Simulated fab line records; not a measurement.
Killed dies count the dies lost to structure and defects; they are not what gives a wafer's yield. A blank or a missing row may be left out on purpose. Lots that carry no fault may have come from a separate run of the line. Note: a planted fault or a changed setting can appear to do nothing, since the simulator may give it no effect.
Matching of chambers || flow n5_finfet || N5_DUMMY_REMOVAL_HM_STRIP_01 on rie_diel-01 has 4 sister chambers
The step strips SiNx in CH3F/O2, stops on poly-Si, target depth 4 nm, time 6.8 s. 14 wafers are shown with their chamber, then 7 later ones without.

## WAFERS, EACH WITH ITS CHAMBER
{"wafer": "L077.1", "chamber": 2, "drypump_motor_current_A (A)": 4.9, "showerhead_plenum_p_Torr (Torr)": 1.95, "throttle_valve_pct (%)": 16.00}
{"wafer": "L077.2", "chamber": 0, "drypump_motor_current_A (A)": 5.8, "showerhead_plenum_p_Torr (Torr)": 2.10, "throttle_valve_pct (%)": 16.44}
{"wafer": "L077.5", "chamber": 2, "drypump_motor_current_A (A)": 4.9, "showerhead_plenum_p_Torr (Torr)": 1.95, "throttle_valve_pct (%)": 16.01}
{"wafer": "L083.3", "chamber": 3, "drypump_motor_current_A (A)": 4.7, "showerhead_plenum_p_Torr (Torr)": 1.94, "throttle_valve_pct (%)": 16.05}
{"wafer": "L083.4", "chamber": 0, "drypump_motor_current_A (A)": 5.8, "showerhead_plenum_p_Torr (Torr)": 2.10, "throttle_valve_pct (%)": 16.46}
{"wafer": "L083.5", "chamber": 3, "drypump_motor_current_A (A)": 4.7, "showerhead_plenum_p_Torr (Torr)": 1.94, "throttle_valve_pct (%)": 16.07}
{"wafer": "L086.1", "chamber": 3, "drypump_motor_current_A (A)": 4.7, "showerhead_plenum_p_Torr (Torr)": 1.93, "throttle_valve_pct (%)": 16.05}
{"wafer": "L086.2", "chamber": 2, "drypump_motor_current_A (A)": 4.9, "showerhead_plenum_p_Torr (Torr)": 1.95, "throttle_valve_pct (%)": 16.04}
{"wafer": "L086.6", "chamber": 2, "drypump_motor_current_A (A)": 4.9, "showerhead_plenum_p_Torr (Torr)": 1.95, "throttle_valve_pct (%)": 16.03}
{"wafer": "L087.1", "chamber": 0, "drypump_motor_current_A (A)": 5.8, "showerhead_plenum_p_Torr (Torr)": 2.10, "throttle_valve_pct (%)": 16.50}
{"wafer": "L087.2", "chamber": 1, "drypump_motor_current_A (A)": 5.8, "showerhead_plenum_p_Torr (Torr)": 1.92, "throttle_valve_pct (%)": 16.02}
{"wafer": "L087.3", "chamber": 3, "drypump_motor_current_A (A)": 4.7, "showerhead_plenum_p_Torr (Torr)": 1.93, "throttle_valve_pct (%)": 16.06}
{"wafer": "L088.1", "chamber": 2, "drypump_motor_current_A (A)": 5.0, "showerhead_plenum_p_Torr (Torr)": 1.95, "throttle_valve_pct (%)": 16.05}
{"wafer": "L088.4", "chamber": 0, "drypump_motor_current_A (A)": 5.8, "showerhead_plenum_p_Torr (Torr)": 2.09, "throttle_valve_pct (%)": 16.49}

SIGNATURES (means of the wafers above)
{"reading": "drypump_motor_current_A", "chamber 0": 5.800, "chamber 1": 5.800, "chamber 2": 4.920, "chamber 3": 4.700, "scatter within a chamber": 0.0283}
{"reading": "showerhead_plenum_p_Torr", "chamber 0": 2.0975, "chamber 1": 1.9200, "chamber 2": 1.9500, "chamber 3": 1.9350, "scatter within a chamber": 0.00418}
{"reading": "throttle_valve_pct", "chamber 0": 16.4725, "chamber 1": 16.0200, "chamber 2": 16.0260, "chamber 3": 16.0575, "scatter within a chamber": 0.0207}
Rule: for each reading, subtract the chamber's mean from the wafer's reading, divide by that reading's scatter and square the result; add these up over the readings and take the root, which gives the wafer's distance from the chamber. The wafer belongs to the nearest chamber; if the next one is less than 2 further off, it can't be placed. The scatter is the square root of a quotient: the sum, over the shown wafers, of each reading's squared deviation from its chamber's mean, divided by wafers minus chambers.

## WAFERS WITH NO CHAMBER GIVEN
{"wafer": "L088.5", "drypump_motor_current_A (A)": 5.0, "showerhead_plenum_p_Torr (Torr)": 1.95, "throttle_valve_pct (%)": 16.04}
{"wafer": "L089.1", "drypump_motor_current_A (A)": 4.9, "showerhead_plenum_p_Torr (Torr)": 1.95, "throttle_valve_pct (%)": 16.04}
{"wafer": "L089.3", "drypump_motor_current_A (A)": 5.8, "showerhead_plenum_p_Torr (Torr)": 2.09, "throttle_valve_pct (%)": 16.49}
{"wafer": "L089.6", "drypump_motor_current_A (A)": 5.8, "showerhead_plenum_p_Torr (Torr)": 2.09, "throttle_valve_pct (%)": 16.50}
{"wafer": "L094.1", "drypump_motor_current_A (A)": 5.8, "showerhead_plenum_p_Torr (Torr)": 2.09, "throttle_valve_pct (%)": 16.50}
{"wafer": "L094.4", "drypump_motor_current_A (A)": 4.6, "showerhead_plenum_p_Torr (Torr)": 1.93, "throttle_valve_pct (%)": 16.08}
{"wafer": "L094.6", "drypump_motor_current_A (A)": 4.7, "showerhead_plenum_p_Torr (Torr)": 1.93, "throttle_valve_pct (%)": 16.07}

## WHICH CHAMBER EACH ONE RAN IN
{"wafer": "L088.5", "from the rows above": 2, "in truth": 2}
{"wafer": "L089.1", "from the rows above": 2, "in truth": 2}
{"wafer": "L089.3", "from the rows above": 0, "in truth": 0}
{"wafer": "L089.6", "from the rows above": 0, "in truth": 0}
{"wafer": "L094.1", "from the rows above": 0, "in truth": 0}
{"wafer": "L094.4", "from the rows above": 3, "in truth": 3}
{"wafer": "L094.6", "from the rows above": 3, "in truth": 3}
Placed correctly: 7 of 7. Number that these rows cannot place: 0. Number placed wrongly: 0.
